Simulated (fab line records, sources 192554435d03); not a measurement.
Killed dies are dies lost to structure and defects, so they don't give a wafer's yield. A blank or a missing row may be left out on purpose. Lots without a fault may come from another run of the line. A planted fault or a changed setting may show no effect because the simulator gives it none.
Chamber matching | flow n5_finfet | N5_BEOL_M3_ETCH_74 on rie_diel-04: 4 sister chambers
The step etches underlayer in N2/H2, target depth 6.5 nm, time 5.2 s. 20 wafers are shown with their chamber, then 10 later ones without.

WAFERS WITH THEIR CHAMBER
wafer  | chamber | drypump_motor_current_A (A) | showerhead_plenum_p_Torr (Torr) | throttle_valve_pct (%)
L074.1 | 1       | 5.9                         | 2.62                            | 17.73
L074.2 | 3       | 5.6                         | 2.66                            | 17.82
L074.3 | 2       | 5.7                         | 2.53                            | 17.89
L076.1 | 1       | 5.9                         | 2.62                            | 17.75
L076.2 | 3       | 5.6                         | 2.66                            | 17.81
L076.6 | 3       | 5.6                         | 2.66                            | 17.82
L078.3 | 2       | 5.7                         | 2.53                            | 17.89
L078.4 | 0       | 6.4                         | 2.51                            | 18.11
L078.5 | 1       | 5.9                         | 2.62                            | 17.78
L081.1 | 1       | 5.9                         | 2.61                            | 17.78
L081.2 | 3       | 5.6                         | 2.65                            | 17.83
L081.3 | 2       | 5.7                         | 2.52                            | 17.89
L081.4 | 0       | 6.4                         | 2.50                            | 18.15
L081.5 | 2       | 5.7                         | 2.52                            | 17.89
L081.6 | 3       | 5.7                         | 2.65                            | 17.85
L086.3 | 2       | 5.7                         | 2.52                            | 17.91
L086.4 | 0       | 6.4                         | 2.50                            | 18.12
L086.5 | 2       | 5.7                         | 2.52                            | 17.93
L087.1 | 0       | 6.4                         | 2.50                            | 18.14
L087.2 | 1       | 5.9                         | 2.61                            | 17.78

SIGNATURES (means of the wafers above)
reading                  | chamber 0 | chamber 1 | chamber 2 | chamber 3 | scatter within a chamber
drypump_motor_current_A  | 6.400     | 5.900     | 5.700     | 5.620     | 0.0224
showerhead_plenum_p_Torr | 2.5025    | 2.6160    | 2.5233    | 2.6560    | 0.00529
throttle_valve_pct       | 18.1300   | 17.7640   | 17.9000   | 17.8260   | 0.0184
Rule: a wafer's distance from a chamber is the root of the sum, over the readings, of the square of ((its reading less the chamber's mean) divided by the reading's scatter). The wafer belongs to the nearest chamber; if the next one is less than 2 further off, it can't be placed. The scatter: the root of (the sum of the squares of (reading less its chamber's mean) over the shown wafers, divided by (wafers less chambers)).

WAFERS WITHOUT THEIR CHAMBER
wafer  | drypump_motor_current_A (A) | showerhead_plenum_p_Torr (Torr) | throttle_valve_pct (%)
L087.3 | 5.6                         | 2.65                            | 17.85
L088.1 | 6.4                         | 2.50                            | 18.16
L088.2 | 5.9                         | 2.61                            | 17.81
L088.6 | 5.7                         | 2.52                            | 17.92
L091.2 | 5.7                         | 2.52                            | 17.93
L091.4 | 5.9                         | 2.60                            | 17.79
L091.5 | 6.5                         | 2.50                            | 18.12
L093.1 | 6.4                         | 2.50                            | 18.15
L093.5 | 5.6                         | 2.64                            | 17.87
L093.6 | 6.4                         | 2.50                            | 18.15

WHICH CHAMBER EACH WENT THROUGH
wafer  | from the rows above | in truth
L087.3 | 3                   | 3
L088.1 | 0                   | 0
L088.2 | 1                   | 1
L088.6 | 2                   | 2
L091.2 | 2                   | 2
L091.4 | 1                   | 1
L091.5 | 0                   | 0
L093.1 | 0                   | 0
L093.5 | 3                   | 3
L093.6 | 0                   | 0
Placed correctly: 10 of 10. Can't be placed from these rows: 0. Placed wrongly: 0.
